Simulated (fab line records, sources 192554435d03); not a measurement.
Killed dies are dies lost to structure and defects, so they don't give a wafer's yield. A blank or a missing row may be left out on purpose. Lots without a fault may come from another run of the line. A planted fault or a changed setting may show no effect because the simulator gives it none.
fab line records | flow n5_finfet
record lots=7 wafers=19 last_day=18
route steps=1938 shown BEOL_M0_SAQP@655 BEOL_M4@1111 PASSIVATION@1936
lots that met no fault: from a run of the same line without faults
start_h: hours from the record's first day to the start of the lot's first wafer shown | wait_h: hours since the lot's step before | " the same as in the row above | L1.1+2: a row that stands for several wafers | - no value, or no start given | * or withheld: withheld | < > ~ a bound
route shown NAME@n: a module of which the file shows steps, and the number in the route of the first | usual: mean/standard deviation of fault-free wafers | same: alike in all rows | chamber/n: place in a boat | sites: the reading at each site | _std_site: their standard deviation | _edge_site: outer sites' mean less inner sites' | radius_mm: how far each site lies from the wafer's centre | mask NAME#n: copy n | behind: the tool/chamber that last shaped the wafer | hold: why the lot was held/for how many hours/how that ended | device: the transistor (n, p or np) that didn't switch | end of line: the same wafers' tests at the end of the route | a step without rows: its recipe alone | killed: dies lost to structure and defects at the first sort, not the wafer's yield | map: a wafer's dies, x killed, . not, _ none there
set.NAME: the setting as run; set.NAME@STEP: as run at that earlier step | model.NAME: the simulator's own value behind a step, which no gauge read
lots at some steps of the route; a table a step, a row a wafer
services: from which hour (start_h, from the record's first day; less than 0 if before it) a tool's chamber was out of use, for how many hours, and why
## steps
# step N5_BEOL_M0_SAQP_STRIP_80
# recipe chemistry=N2/H2 temp_c=40 n2_flow_sccm=200 h2_flow_sccm=200 rf_frequency_hz=6e+07
# step N5_BEOL_M0_SAQP_HM_OPEN_112
# recipe chemistry=CHF3/O2 target=SiO2 stop_on=a-Si target_depth_a=120 over_etch_frac=1.25 mask_material=SOC time_s=13.5 pressure_mtorr=30 source_w=650 bias_w=170 Ar_flow_sccm=200 CHF3_flow_sccm=50 O2_flow_sccm=5 ion_energy_ev=200 ends=end_point
# usual drypump_motor_current_A=5.8/0.34 oes_product_au=0.51/0.037 rf_vpp_V=527/15 showerhead_plenum_p_Torr=2.40/0.085 throttle_valve_pct=18.83/0.23
# columns lot.wafer tool chamber start_h wait_h drypump_motor_current_A oes_product_au rf_hours_counter_h rf_vpp_V showerhead_plenum_p_Torr throttle_valve_pct
L877.2 rie_diel-01 2 106.74 0.0 6.4 0.49 155 525 2.52 18.91
L877.3 " 0 " " 5.8 0.56 31 550 2.47 18.55
L877.6 " 2 " " 6.4 0.48 - 525 2.52 18.91
L878.1 rie_diel-04 1 116.29 0.0 5.7 0.59 42 531 2.35 18.52
L878.2 " 3 " " 5.0 0.52 105 546 2.41 18.39
L878.5 " 3 " " 5.0 0.54 - 543 2.41 18.38
L880.1 rie_diel-01 3 127.53 0.0 5.7 0.51 124 512 2.32 18.97
L880.4 " 1 " " 5.9 0.47 178 533 2.31 18.96
L880.6 " 3 " " 5.7 0.51 - 513 2.32 18.98
L887.1 rie_diel-03 3 170.05 0.0 5.9 0.46 213 512 2.41 19.08
L887.5 " 2 " " 5.6 0.50 - 544 2.53 19.26
L887.6 " 3 " " 5.9 0.47 - 511 2.41 19.09
L894.5 rie_diel-04 2 220.23 0.0 6.0 0.46 - 517 2.28 18.90
L894.6 " 1 " " 5.7 0.56 - 531 2.34 18.57
L898.2 rie_diel-04 1 234.65 0.0 5.7 0.55 78 531 2.34 18.58
L898.4 " 3 " " 5.1 0.51 137 544 2.40 18.43
L898.6 " 1 " " 5.7 0.56 - 532 2.34 18.57
L900.5 rie_diel-01 2 248.26 0.0 6.3 0.46 - 523 2.51 18.97
L900.6 " 1 " " 5.9 0.46 - 532 2.30 19.03
# step N5_BEOL_M0_SAQP_STRIP_113
# recipe chemistry=CHF3/O2 resist=SiARC rf_frequency_hz=6e+07
# step N5_BEOL_M0_SAQP_MANDREL_ETCH_20
# recipe target_depth_a=600 chemistry=HBr/Cl2 target=a-Si stop_on=SiNx bt_time_s=10 mask_material=SOC over_etch_frac=0.5 time_s=30 pressure_mtorr=10 icp_w=800 bias_w=75 HBr_flow_sccm=150 Cl2_flow_sccm=80 ends=end_point
# usual drypump_motor_current_A=5.7/0.45 he_backside_leak_sccm=2.69/0.26 oes_product_au=0.774/0.016 throttle_valve_pct=35.3/0.31
# columns lot.wafer tool chamber start_h wait_h drypump_motor_current_A he_backside_leak_sccm oes_product_au rf_hours_counter_h throttle_valve_pct
L877.2 rie_si-01 0 106.82 0.0 6.2 2.37 0.778 1 35.4
L877.3 " 3 " " 6.4 2.84 0.786 188 35.3
L877.6 " 0 " " 6.2 2.44 0.785 - 35.4
L878.1 rie_si-02 1 116.37 0.0 4.9 2.41 0.772 13 34.6
L878.2 " 0 " " 5.5 2.80 0.746 106 35.1
L878.5 " 3 " " 6.0 2.84 0.800 - 35.3
L880.1 rie_si-02 1 127.61 0.0 4.8 2.44 0.768 14 34.7
L880.4 " 0 " " 5.5 2.75 0.758 106 35.1
L880.6 " 0 " " 5.5 2.77 0.755 - 35.1
L887.1 rie_si-06 0 170.14 0.0 5.6 3.30 0.805 168 35.7
L887.5 " 2 " " 6.1 2.87 0.796 - 35.4
L887.6 " 3 " " 5.8 2.83 0.784 - 35.5
L894.5 rie_si-02 0 220.33 0.1 5.5 2.69 0.749 - 35.1
L894.6 " 3 " " 6.0 3.37 0.799 - 35.3
L898.2 rie_si-01 1 234.74 0.0 5.1 2.28 0.742 6 35.0
L898.4 " 2 " " 5.7 2.53 0.779 - 35.4
L898.6 " 1 " " 5.1 2.23 0.745 - 34.9
L900.5 rie_si-01 0 248.36 0.1 6.2 2.44 0.795 - 35.4
L900.6 " 3 " " 6.4 2.76 0.785 - 35.5
# step N5_BEOL_M0_SAQP_STRIP_86
# recipe chemistry=N2/H2 power_w=500 temp_c=40 pressure_mtorr=50 rf_frequency_hz=6e+07 overash_fraction=0.3 bias_power_w=28 h2_frac=0.5 n2_flow_sccm=300 h2_flow_sccm=300
# usual drypump_motor_current_A=5.7/0.32 n2_flow_sccm=299.9/0.93 oes_product_au=0.79/0.062 rf_vpp_V=121.9/1.6 showerhead_plenum_p_Torr=3.35/0.1 throttle_valve_pct=18.9/0.37
# same overash_fraction=0.3
# columns lot.wafer tool chamber start_h wait_h drypump_motor_current_A n2_flow_sccm oes_product_au rf_hours_counter_h rf_vpp_V showerhead_plenum_p_Torr throttle_valve_pct
L877.2 rie_diel-03 3 106.92 0.1 6.0 299.3 0.71 192 121.2 3.35 19.2
L877.3 " 1 " " 5.3 300.7 0.83 83 122.0 3.38 18.6
L877.6 " 2 " " 5.7 298.6 0.77 - 121.8 3.49 18.8
L878.1 rie_diel-04 2 116.47 0.1 6.0 300.0 0.71 200 121.5 3.22 19.2
L878.2 " 0 " " 5.8 300.7 0.82 86 123.3 3.36 18.6
L878.5 " 3 " " 5.1 301.6 0.80 - 125.5 3.39 18.4
L880.1 rie_diel-03 2 127.71 0.1 5.6 298.7 0.78 130 121.3 3.49 18.8
L880.4 " 1 " " 5.4 299.1 0.83 89 121.2 3.37 18.6
L880.6 " 3 " " 5.9 300.5 0.72 - 122.1 3.35 19.2
L887.1 rie_diel-01 0 170.25 0.1 5.8 301.2 0.84 48 121.3 3.43 18.8
L887.5 " 3 " " 5.7 300.8 0.78 - 120.5 3.23 19.1
L887.6 " 2 " " 6.3 300.5 0.75 - 123.4 3.47 19.1
L894.5 rie_diel-04 1 220.40 0.0 5.7 301.8 0.87 - 122.4 3.25 18.5
L894.6 " 0 " " 5.7 299.9 0.79 - 122.2 3.35 18.6
L898.2 rie_diel-01 1 234.84 0.1 5.9 299.1 0.73 208 122.8 3.22 19.8
L898.4 " 3 " " 5.7 299.0 0.76 155 122.8 3.22 19.1
L898.6 " 2 " " 6.4 299.7 0.72 - 120.0 3.46 19.1
L900.5 rie_diel-04 3 248.44 0.0 5.1 301.0 0.76 - 122.2 3.37 18.5
L900.6 " 2 " " 6.1 300.4 0.69 - 121.6 3.20 19.3
# step N5_BEOL_M0_SAQP_STRIP_115
# recipe chemistry=post_etch_residue_remover time_s=60 temp_c=25 remover_ph=withheld remover_water_wt_pct=withheld remover_fluoride_wt_pct=withheld
# step N5_BEOL_M0_SAQP_SRD_93
# recipe dry=ipa_marangoni time_s=30 temp_c=23 rinse_liquid=diw
# step N5_BEOL_M0_SAQP_RECESS_114
# recipe chemistry=HF/NH3 target=SiO2 target_depth_a=144 afs_cycles=3 temp_c=30 sublimation_temp_c=180 sublimation_time_s=60
# step N5_BEOL_M0_SAQP_SPACER1_ALD_98
# recipe material=SiO2 target_thk_a=128 temp_c=300 ald_precursor_family=BDEAS ald_co_reactant=O2-plasma pulse_time_s=1 purge_time_s=2 co_reactant_purge_time_s=2 ald_cycles=138 pressure_torr=2
# step N5_BEOL_M0_SAQP_SPACER1_ETCHBACK_99
# recipe chemistry=CHF3/O2 mode=anisotropic_etchback target=SiO2 target_depth_a=154 time_s=7.7 pressure_mtorr=30 source_w=650 bias_w=170 Ar_flow_sccm=200 CHF3_flow_sccm=50 O2_flow_sccm=5 ion_energy_ev=200
# step N5_BEOL_M0_SAQP_MANDREL1_REMOVE_100
# recipe chemistry=HBr/Cl2/O2 bt_time_s=10 target=a-Si stop_on=SiNx endpoint=OES-SiCl over_etch_frac=0.85 icp_w=600 bias_w=30 HBr_flow_sccm=150 Cl2_flow_sccm=80 O2_flow_sccm=5 pressure_mtorr=10
# usual drypump_motor_current_A=5.7/0.38 he_backside_leak_sccm=2.82/0.28 oes_product_au=1.005/0.015 throttle_valve_pct=36.6/0.3
# columns lot.wafer tool chamber start_h wait_h drypump_motor_current_A he_backside_leak_sccm oes_product_au rf_hours_counter_h throttle_valve_pct
L877.2 rie_si-06 3 108.00 0.1 5.7 2.80 1.000 154 36.8
L877.3 " 1 " " 5.8 3.01 1.010 101 36.5
L877.6 " 0 " " 5.5 3.29 1.018 - 37.0
L878.1 rie_si-01 2 117.55 0.1 5.7 2.56 0.993 143 36.7
L878.2 " 3 " " 6.5 2.93 1.002 188 36.5
L878.5 " 3 " " 6.5 2.82 0.991 - 36.5
L880.1 rie_si-06 1 128.80 0.1 5.7 3.08 1.010 101 36.5
L880.4 " 0 " " 5.6 3.18 1.026 167 37.0
L880.6 " 3 " " 5.7 2.84 0.997 - 36.7
L887.1 rie_si-01 1 171.32 0.1 5.1 2.37 0.982 4 36.2
L887.5 " 3 " " 6.5 2.93 0.997 - 36.5
L887.6 " 1 " " 5.0 4.48 0.985 - 36.2
L894.5 rie_si-02 0 221.59 0.1 5.5 2.73 0.992 - 36.3
L894.6 " 1 " " 4.9 2.40 0.987 - 35.9
L898.2 rie_si-02 1 236.00 0.1 4.9 2.56 0.993 16 35.9
L898.4 " 2 " " 5.8 2.48 1.027 136 37.0
L898.6 " 2 " " 5.8 2.45 1.035 - 37.0
L900.5 rie_si-02 0 249.55 0.1 5.5 2.74 0.984 - 36.3
L900.6 " 3 " " 6.0 3.13 1.024 - 36.6
# step N5_BEOL_M0_SAQP_CD_MEAS_25
# recipe target_cd_nm=13.1 landing_energy_ev=1000 detector=se_inlens
# usual cd_nm=12.80/0.22
# columns lot.wafer tool chamber start_h wait_h cd_nm
L877.2 cd_sem-03 0 108.11 0.1 13.05
L877.3 " 0 " " 12.78
L877.6 " 0 " " 13.22
L878.1 cd_sem-02 0 117.66 0.1 12.89
L878.2 " 0 " " 12.30
L878.5 " 0 " " 13.30
L880.1 cd_sem-02 0 128.91 0.1 12.66
L880.4 " 0 " " 13.20
L880.6 " 0 " " 12.90
L887.1 cd_sem-03 0 171.43 0.1 13.08
L887.5 " 0 " " 12.92
L887.6 " 0 " " 12.84
L894.5 cd_sem-02 0 221.67 0.0 12.63
L894.6 " 0 " " 12.82
L898.2 cd_sem-02 0 236.11 0.1 12.68
L898.4 " 0 " " 13.03
L898.6 " 0 " " 12.74
L900.5 cd_sem-01 0 249.63 0.0 12.66
L900.6 " 0 " " 12.82
# step N5_BEOL_M0_SAQP_ETCH_101
# recipe chemistry=CH3F/O2 target=SiNx mask_material=SiO2 target_depth_a=299 time_s=42.7 pressure_mtorr=30 source_w=395 bias_w=73 Ar_flow_sccm=150 CH3F_flow_sccm=30 O2_flow_sccm=20 ion_energy_ev=120
# usual drypump_motor_current_A=5.7/0.3 oes_product_au=0.79/0.058 rf_vpp_V=301/8 showerhead_plenum_p_Torr=2.02/0.074 throttle_valve_pct=16.43/0.21
# columns lot.wafer tool chamber start_h wait_h drypump_motor_current_A oes_product_au rf_hours_counter_h rf_vpp_V showerhead_plenum_p_Torr throttle_valve_pct model.etch.depth_nm
L877.2 rie_diel-03 2 108.26 0.2 5.7 0.79 124 309 2.11 16.75 30.19
L877.3 " 1 " " 5.4 0.84 83 300 2.05 16.26 29.96
L877.6 " 1 " " 5.4 0.83 - 301 2.05 16.27 29.74
L878.1 rie_diel-01 2 117.70 0.0 6.3 0.76 159 300 2.10 16.44 30.63
L878.2 " 0 " " 5.8 0.86 33 312 2.05 16.08 28.78
L878.5 " 1 " " 5.9 0.74 - 302 1.92 16.56 30.09
L880.1 rie_diel-03 0 128.95 0.0 5.7 0.91 29 311 2.12 16.48 30.22
L880.4 " 3 " " 5.9 0.71 199 291 2.00 16.59 29.83
L880.6 " 1 " " 5.3 0.82 - 300 2.05 16.28 29.72
L887.1 rie_diel-04 2 171.47 0.0 6.0 0.71 211 292 1.89 16.41 29.99
L887.5 " 2 " " 6.0 0.71 - 293 1.89 16.43 29.84
L887.6 " 3 " " 5.0 0.78 - 308 2.00 15.97 29.67
L894.5 rie_diel-01 3 221.75 0.1 5.7 0.98 - 291 1.92 16.55 44.11
L894.6 " 2 " " 6.3 0.74 - 298 2.09 16.50 31.09
L898.2 rie_diel-01 2 236.15 0.0 6.4 0.73 192 297 2.09 16.50 30.9
L898.4 " 0 " " 5.8 1.09 66 311 2.04 16.16 44.39
L898.6 " 1 " " 5.9 0.74 - 302 1.91 16.62 31.33
L900.5 rie_diel-01 3 249.70 0.1 5.7 0.97 - 293 1.91 16.56 43.65
L900.6 " 0 " " 5.8 0.81 - 313 2.04 16.16 29
# step N5_BEOL_M0_SAQP_ETCH_102
# recipe chemistry=CF4 target=SiO2 target_depth_a=40 ion_energy_ev=350 time_s=4.4 pressure_mtorr=10 icp_w=800 bias_w=400 cf4_flow_sccm=80
# usual drypump_motor_current_A=5.7/0.45 he_backside_leak_sccm=2.7/0.34 oes_product_au=1.002/0.025 throttle_valve_pct=21.64/0.22
# columns lot.wafer tool chamber start_h wait_h drypump_motor_current_A he_backside_leak_sccm oes_product_au rf_hours_counter_h throttle_valve_pct
L877.2 rie_si-01 2 108.37 0.1 5.7 2.6 1.011 143 21.54
L877.3 " 1 " " 5.1 2.3 0.961 3 21.43
L877.6 " 2 " " 5.7 2.5 1.019 - 21.53
L878.1 rie_si-02 3 117.80 0.1 6.0 2.8 1.028 6 21.42
L878.2 " 2 " " 5.8 2.6 1.015 134 21.90
L878.5 " 1 " " 4.8 2.6 1.007 - 21.26
L880.1 rie_si-01 2 129.05 0.1 5.7 2.6 1.012 143 21.55
L880.4 " 0 " " 6.2 2.5 0.983 - 21.64
L880.6 " 2 " " 5.7 2.6 1.014 - 21.55
L887.1 rie_si-06 3 171.58 0.1 5.7 2.7 0.969 155 21.83
L887.5 " 3 " " 5.7 2.6 0.975 - 21.82
L887.6 " 0 " " 5.6 3.1 1.019 - 22.08
L894.5 rie_si-01 2 221.83 0.0 5.7 2.6 1.012 - 21.54
L894.6 " 1 " " 5.1 2.4 0.977 - 21.45
L898.2 rie_si-01 1 236.26 0.1 5.1 2.4 0.970 6 21.44
L898.4 " 3 " " 6.4 2.6 1.042 1 22.01
L898.6 " 3 " " 6.4 2.7 1.043 - 22.02
L900.5 rie_si-06 3 249.78 0.0 5.7 2.8 0.986 - 21.83
L900.6 " 2 " " 6.1 2.7 1.037 - 21.72
# step N5_BEOL_M4_RC_MEAS_101
# usual DIBL_N=37.1/2.4 DIBL_P=37/3 IOFF_N=0.18/0.053 IOFF_P=0.21/0.05 ION_N=674/14 ION_P=459/9.2 SS_N=72.1/0.9 SS_P=73.4/0.89 VT_N=250/3.8 VT_P=-251/3.7
# columns lot.wafer tool chamber start_h wait_h DIBL_N[mV/V] DIBL_P[mV/V] IOFF_N[nA/um] IOFF_P[nA/um] ION_N[uA/um] ION_P[uA/um] SS_N[mV/dec] SS_P[mV/dec] VT_N[mV] VT_P[mV]
L877.2 prober-02 0 179.91 0.2 37.4 38 0.19 0.22 691 465 72.1 73.9 249 -254
L877.3 " 0 " " 37.5 37 0.17 0.20 665 455 72.8 73.7 253 -256
L877.6 " 0 " " 41.8 42 0.30 0.30 695 468 74.1 74.8 245 -249
L878.1 prober-01 0 182.67 0.0 36.8 36 0.16 0.22 678 461 72.7 73.6 252 -251
L878.2 " 0 " " 40.1 36 0.30 0.23 662 457 75.4 72.7 248 -248
L878.5 " 0 " " 36.4 38 0.15 0.23 674 466 71.4 73.4 253 -247
L880.1 prober-01 0 205.65 0.0 41.0 40 0.28 0.27 671 460 73.9 74.1 247 -248
L880.4 " 0 " " 35.1 35 0.14 0.19 666 467 70.9 72.5 250 -248
L880.6 " 0 " " 37.2 37 0.18 0.22 675 464 72.5 73.4 246 -250
L887.1 prober-02 0 234.74 0.0 37.9 39 0.20 0.24 687 469 71.9 74.3 247 -251
L887.5 " 0 " " 33.3 34 0.12 0.16 660 458 71.1 73.4 254 -257
L887.6 " 0 " " 38.5 37 0.22 0.20 666 452 73.4 73.0 249 -252
L894.5 prober-02 0 283.07 0.6 34.8 32 0.13 0.18 665 460 71.4 72.0 254 -251
L894.6 " 0 " " 36.8 37 0.18 0.24 683 471 72.2 73.0 248 -247
L898.2 prober-02 0 309.45 0.2 36.6 37 0.19 0.18 665 444 73.1 73.8 248 -254
L898.4 " 0 " " 32.3 33 0.11 0.14 658 448 70.8 71.9 252 -259
L898.6 " 0 " " 30.6 29 0.09 0.10 637 431 71.0 71.6 257 -261
L900.5 prober-01 0 313.07 0.6 39.7 39 0.22 0.23 686 462 73.2 72.7 248 -248
L900.6 " 0 " " 40.3 40 0.21 0.24 682 449 72.5 74.8 248 -252
# step N5_PASSIVATION_PROBE_49
# usual defect_limited_yield=91.6/1.4 killed_at_M0_to_M3=32/9.5 killed_at_M4_up=13/6 killed_at_contacts=12/5.6 killed_at_front_end=39/11 killed_at_other=2.8/2.3 killed_dies=99/16 killed_open=65/12 killed_short=32/7.6 sort_bin_4_leakage=0.1/0.88 sort_bin_5_function=4.8/0.88 sort_bin_6_memory=3.2/0.65 sort_bin_8_speed=0.2/2 sort_n_pass=1077/29 sort_yield_pct=91.2/2.5
# same gross_dies=1180 killed_at_back_side=0
# columns lot.wafer tool chamber start_h wait_h defect_limited_yield[%] killed_at_M0_to_M3 killed_at_M4_up killed_at_contacts killed_at_front_end killed_at_other killed_dies killed_open killed_short sort_bin_4_leakage[%] sort_bin_5_function[%] sort_bin_6_memory[%] sort_bin_8_speed[%] sort_n_pass sort_yield_pct[%]
L877.2 prober-02 - 299.51 0.1 90.4 51 7 24 28 3 113 77 33 0 6.4 3.1 0 1067 90.4
L877.3 prober-02 - 299.56 0.1 92.0 30 9 21 32 2 94 65 27 0 4.5 3.1 0 1086 92.0
L877.6 prober-02 - 299.71 0.3 89.8 48 13 22 34 3 120 69 48 0.6 5.3 4.5 0 1053 89.2
L894.5 prober-02 - 397.50 0.8 90.4 45 6 12 49 1 113 68 38 0 5.9 2.9 0 1067 90.4
# killed by level:class
L877.2 MOL_CONTACT_COAG:geometric_particle:open=20 BEOL_M2:geometric_particle:open=15 BEOL_M1:geometric_particle:open=11 BEOL_M0_SAQP:geometric_particle:short=8 BEOL_M0_SAQP:geometric_particle:open=6 FIN_SAQP:geometric_particle:open=5 FIN_SAQP:geometric_particle:short=5 BEOL_M3:geometric_particle:open=5
L877.3 MOL_CONTACT_COAG:geometric_particle:open=16 BEOL_M0_SAQP:geometric_particle:short=9 STI_FIN_REVEAL:geometric_particle:open=8 BEOL_M0_SAQP:geometric_particle:open=8 FIN_SAQP:geometric_particle:open=5 MOL_CONTACT_COAG:geometric_particle:short=5 DUMMY_GATE:geometric_particle:open=4 BEOL_M1:geometric_particle:open=4
L877.6 MOL_CONTACT_COAG:geometric_particle:open=13 MOL_CONTACT_COAG:geometric_particle:short=9 BEOL_M1:geometric_particle:open=9 BEOL_M1:geometric_particle:short=9 BEOL_M2:geometric_particle:open=9 FIN_SAQP:geometric_particle:open=8 BEOL_M0_SAQP:geometric_particle:open=7 BEOL_M0_SAQP:geometric_particle:short=6
L894.5 FIN_SAQP:geometric_particle:open=12 BEOL_M0_SAQP:geometric_particle:open=12 BEOL_M0_SAQP:geometric_particle:short=12 BEOL_M1:geometric_particle:open=11 MOL_CONTACT_COAG:geometric_particle:open=10 FIN_SAQP:geometric_particle:short=9 HKMG_FIN:area_etch=7 BEOL_M2:geometric_particle:open=5
## services
# columns tool chamber start_h hours kind
rie_si-02 2 119.32 7.9 repair
rie_si-01 3 127.17 14.5 repair
rie_si-01 - 135.75 0.1 repair
rie_diel-04 - 146.76 2.8 pm
rie_diel-04 2 163.49 3.9 repair
rie_si-01 0 165.37 12.0 repair
rie_si-01 1 168.08 2.8 repair
rie_si-06 0 187.32 1.8 repair
rie_si-01 3 193.42 - clean
rie_si-01 3 193.42 14.0 scheduled_down
rie_si-01 3 193.42 14.0 vent_cycle
rie_si-01 0 200.53 34.2 repair
rie_si-02 3 202.15 2.4 repair
rie_si-06 2 204.79 5.0 repair
rie_diel-01 - 207.15 2.3 repair
rie_diel-01 - 229.78 2.5 repair
## key
first_sign step=N5_BEOL_M0_SAQP_ETCH_101 reading=oes_product_au direction=up sigmas=3.9 usual=0.79 struck=1.01
effect none on later readings
model_effect step=N5_BEOL_M0_SAQP_ETCH_101 value=etch.depth_nm without=29.21 struck=44.05
met_at N5_BEOL_M0_SAQP_ETCH_101
struck_wafers L894.5,L898.4,L900.5
onset_between 117.70 221.75
fault kind=process_parameter_drift tool=rie_diel-01 chamber=- onset_h=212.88 steps=N5_BEOL_M0_SAQP_ETCH_101 channel=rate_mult offset=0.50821 shape=step end_h=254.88 scope=struck_wafers_only
